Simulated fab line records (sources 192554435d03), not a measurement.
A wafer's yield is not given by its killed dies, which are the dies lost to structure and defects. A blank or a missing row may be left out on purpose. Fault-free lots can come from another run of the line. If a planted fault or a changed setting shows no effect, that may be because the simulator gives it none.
Matching of chambers + flow n5_finfet + rie_diel-04 running N5_BEOL_M4_ETCH_63: 4 sister chambers
The step etches SiARC in CF4, target depth 15.6 nm, time 26 s. 16 wafers are shown with their chamber, then 8 later ones without.

EACH WAFER AND ITS CHAMBER
| wafer  | chamber | drypump_motor_current_A (A) | throttle_valve_pct (%) | oes_product_au (a.u.) |
|--------|---------|-----------------------------|------------------------|-----------------------|
| L074.1 | 2       | 5.9                         | 15.62                  | 0.57                  |
| L074.3 | 3       | 5.9                         | 15.95                  | 0.60                  |
| L074.5 | 0       | 5.7                         | 15.61                  | 0.83                  |
| L079.2 | 1       | 6.4                         | 15.64                  | 0.76                  |
| L079.3 | 3       | 5.9                         | 15.97                  | 0.59                  |
| L079.5 | 3       | 5.9                         | 15.95                  | 0.59                  |
| L083.3 | 1       | 6.4                         | 15.65                  | 0.75                  |
| L083.4 | 3       | 6.0                         | 15.99                  | 0.59                  |
| L083.6 | 1       | 6.4                         | 15.66                  | 0.75                  |
| L084.1 | 1       | 6.4                         | 15.67                  | 0.74                  |
| L084.5 | 3       | 5.9                         | 15.98                  | 0.58                  |
| L084.6 | 1       | 6.4                         | 15.65                  | 0.74                  |
| L085.1 | 1       | 6.4                         | 15.68                  | 0.74                  |
| L085.4 | 3       | 6.0                         | 16.01                  | 0.58                  |
| L085.6 | 2       | 5.9                         | 15.14                  | 0.83                  |
| L093.1 | 2       | 5.9                         | 15.15                  | 0.80                  |

SIGNATURES (means of the wafers above)
| reading                 | chamber 0 | chamber 1 | chamber 2 | chamber 3 | scatter within a chamber |
|-------------------------|-----------|-----------|-----------|-----------|--------------------------|
| drypump_motor_current_A | 5.700     | 6.400     | 5.900     | 5.933     | 0.0333                   |
| throttle_valve_pct      | 15.6100   | 15.6583   | 15.3033   | 15.9750   | 0.113                    |
| oes_product_au          | 0.8300    | 0.7467    | 0.7333    | 0.5883    | 0.0585                   |
Rule: a wafer lies at a distance from a chamber equal to the root of the sum of squares, over the readings, of (its reading less the chamber's mean, divided by the reading's scatter). If the next closest chamber is less than 2 further off than the closest, the wafer can't be placed; otherwise it belongs to the closest. The scatter: take each reading less its chamber's mean, square it, sum over the shown wafers, divide by the number of wafers less the number of chambers, and take the root.

WAFERS WITH NO CHAMBER GIVEN
| wafer  | drypump_motor_current_A (A) | throttle_valve_pct (%) | oes_product_au (a.u.) |
|--------|-----------------------------|------------------------|-----------------------|
| L093.4 | 6.4                         | 15.71                  | 0.72                  |
| L093.5 | 6.0                         | 15.49                  | 0.85                  |
| L094.4 | 5.9                         | 15.48                  | 0.84                  |
| L094.5 | 5.7                         | 15.70                  | 0.76                  |
| L094.6 | 6.4                         | 15.71                  | 0.72                  |
| L095.1 | 5.9                         | 15.18                  | 0.79                  |
| L095.3 | 5.9                         | 15.48                  | 0.84                  |
| L095.6 | 5.9                         | 15.17                  | 0.79                  |

CHAMBER TAKEN BY EACH
| wafer  | from the rows above | in truth                   |
|--------|---------------------|----------------------------|
| L093.4 | 1                   | 1                          |
| L093.5 | 2                   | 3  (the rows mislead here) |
| L094.4 | 2                   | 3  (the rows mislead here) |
| L094.5 | 0                   | 0                          |
| L094.6 | 1                   | 1                          |
| L095.1 | 2                   | 2                          |
| L095.3 | 2                   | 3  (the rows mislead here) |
| L095.6 | 2                   | 2                          |
Correct placement for 5 of the 8. From these rows, 0 cannot be placed. Wrongly placed: 3.
